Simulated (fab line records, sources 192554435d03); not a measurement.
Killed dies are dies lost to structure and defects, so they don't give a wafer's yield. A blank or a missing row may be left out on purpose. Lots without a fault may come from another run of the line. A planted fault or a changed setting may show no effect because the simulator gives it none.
A struck lot beside a sound one | flow n5_finfet | 16 steps out of a route of 1938
Sound: wafers L109.2, L109.4, L109.5. Struck: wafers L114.1, L114.5, L114.6. The cause comes at the end.
At each step with rows: each side's tool, then ch and its chambers, then its first start. Under that, the readings that differ: sound wafers | struck wafers | difference of the means | sigmas: that difference in standard deviations of wafers without a fault.
alike: readings whose means differ by less than 2 such deviations, and words and numbers that are the same on both sides. not compared: withheld readings, readings that some wafer has no value for, bounds like >300 that may hide the same value, and numbers for which the record gives no deviation and whose values overlap.
The two part at a step that has a row with sigmas, a row that says differs or no value, or rows on one side only. Numbers that don't overlap but have no deviation are shown without sigmas and don't part them. A reading that every wafer of one side lacks parts them only if that side has two wafers or more.

first, 4 steps without rows for these wafers: N5_BEOL_M7_SOFTBAKE_06 (time 60 s); N5_BEOL_M7_EXPOSE_08 (exposes mask M7); N5_BEOL_M7_PEB_09 (peb time 60 s); N5_BEOL_M7_DEVELOP_10 (develop time 30 s).
N5_BEOL_M7_CD_MEAS_11: target cd 38.5 nm.
  sound on cd_sem-01 ch 0, day 11 13:07; struck on cd_sem-01 ch 0, day 12 09:14
  alike: cd_nm
N5_BEOL_M7_OVL_MEAS_12:
  sound on overlay-01 ch 0, day 11 13:08; struck on overlay-02 ch 0, day 12 09:16
  alike: M7_OVL
N5_BEOL_M7_INSPECT_13: inspects for defects (brightfield).
  sound on defect_inspect-02, day 11 13:10; struck on defect_inspect-02, day 12 09:17
  alike: raw_defect_count
N5_BEOL_M7_DESCUM_16: chemistry O2, time 7.9 s.
  sound on rie_diel-02 ch 2,3, day 11 13:34; struck on rie_diel-02 ch 0,1,3, day 12 09:29
  alike: drypump_motor_current_A, oes_product_au, rf_vpp_V, showerhead_plenum_p_Torr, throttle_valve_pct
  not compared: rf_hours_counter_h
N5_BEOL_M7_ETCH_61: etches SiARC in CF4, target depth 45.5 nm, time 75.8 s.
  sound on rie_diel-02 ch 2,3, day 11 13:37; struck on rie_diel-02 ch 0,1,3, day 12 09:31
  alike: drypump_motor_current_A, etch_rf_on_time_s, oes_product_au, rf_vpp_V, showerhead_plenum_p_Torr, throttle_valve_pct
  not compared: rf_hours_counter_h
N5_BEOL_M7_ETCH_62: etches SOC in N2/H2, target depth 110 nm, overetch 22 nm, time 165 s.
  sound on rie_diel-02 ch 2,3, day 11 13:40; struck on rie_diel-02 ch 0,1,3, day 12 09:34
  alike: drypump_motor_current_A, oes_product_au, rf_vpp_V, showerhead_plenum_p_Torr, throttle_valve_pct
  not compared: rf_hours_counter_h
then, 1 step without rows for these wafers: N5_BEOL_M7_STRIP_68 (strips in N2/H2).
N5_BEOL_M7_STRIP_67: strips in CF4.
  sound on rie_diel-02 ch 2,3, day 11 13:49; struck on rie_diel-02 ch 0,1,3, day 12 09:43
  alike: drypump_motor_current_A, oes_product_au, rf_vpp_V, showerhead_plenum_p_Torr, throttle_valve_pct
  not compared: rf_hours_counter_h
N5_BEOL_M7_HM_OPEN_17: chemistry Cl2/BCl3, target TiN, target depth 20 nm, overetch 6 nm.
  sound on rie_metal-03 ch 0,1, day 11 13:51; struck on rie_metal-02 ch 0,1, day 12 09:46
  no value came back on the struck wafers for any of 5 readings (bcl3_flow_sccm (sccm), bias_w (W) and others); on the sound wafers bcl3_flow_sccm (sccm) reads 21.80 21.63 21.69
  reading                                  | sound          | struck       | difference | sigmas
  model.SOC_of_BEOL_M7_COAT_59.thk_nm (nm) | 91.6 91.8 91.6 | 100 100 99.8 | +8         |
  not compared: rf_hours_counter_h
N5_BEOL_M7_STRIP_19: strips in O2.
  sound on rie_diel-02 ch 2,3, day 11 14:05; struck on rie_diel-02 ch 1,2, day 12 10:04
  alike: drypump_motor_current_A, oes_product_au, rf_vpp_V, showerhead_plenum_p_Torr, throttle_valve_pct
  not compared: rf_hours_counter_h
N5_BEOL_M7_CD_MEAS_18: pitch 80 nm, target cd 40 nm.
  sound on cd_sem-02, day 11 14:10; struck on cd_sem-02, day 12 10:08
  reading    | sound          | struck | difference                    | sigmas
  cd_nm (nm) | 39.0 40.8 39.4 | - - -  | no value on the struck wafers |
then, 1 step without rows for these wafers: N5_BEOL_M7_COAT_63 (time 60 s, resist thk 60 nm).

WHERE THEY PART
First at N5_BEOL_M7_HM_OPEN_17; last, within this record, at N5_BEOL_M7_CD_MEAS_18.

WHY: what the simulator had put in
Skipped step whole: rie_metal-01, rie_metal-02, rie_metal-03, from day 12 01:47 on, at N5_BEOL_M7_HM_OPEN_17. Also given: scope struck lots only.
